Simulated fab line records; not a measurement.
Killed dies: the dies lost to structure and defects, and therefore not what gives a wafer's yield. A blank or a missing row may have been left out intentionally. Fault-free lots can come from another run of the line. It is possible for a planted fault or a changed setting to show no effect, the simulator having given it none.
Matching of chambers    flow n5 finfet    4 sister chambers for N5_SPACER0_ALD_07 on ald sin-04
The step deposits SiNx, target thk 2 nm. 4 wafers are shown with their chamber, then 8 later ones without.

WAFERS PAIRED WITH THEIR CHAMBERS
wafer   chamber  heater power w (W)
L075.4  1        849
L081.5  2        696
L083.5  3        754
L085.2  0        856

WAFERS WITHOUT THEIR CHAMBER
wafer   heater power w (W)
L085.4  703
L085.6  897
L087.1  830
L087.2  718
L087.6  715
L094.4  771
L094.5  787
L094.6  718

WHICH CHAMBER EACH ONE RAN IN
wafer   from the rows above           in truth
L085.4  can't be placed: 2 or 3       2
L085.6  can't be placed: 0 or 1       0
L087.1  can't be placed: 1 or 0       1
L087.2  can't be placed: 2 or 3       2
L087.6  can't be placed: 2 or 3       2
L094.4  3                             3
L094.5  can't be placed: 3 or 1 or 0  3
L094.6  can't be placed: 2 or 3       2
Placed correctly: 1 of 8. From these rows, 7 cannot be placed; in 7 the true chamber is one of the candidates. 0 placed wrongly.
How it was worked out, from the rows above alone: a wafer's distance from a chamber is the root of the sum, over the readings, of the square of ((its reading less the chamber's mean) divided by the reading's scatter). If the next closest chamber is less than 2 further off than the closest, the wafer can't be placed; otherwise it belongs to the closest. A chamber's mean is the mean of its shown wafers. The scatter: with one shown wafer a chamber, the root of the mean of the squares of how far each hidden wafer lies from its nearest shown one.
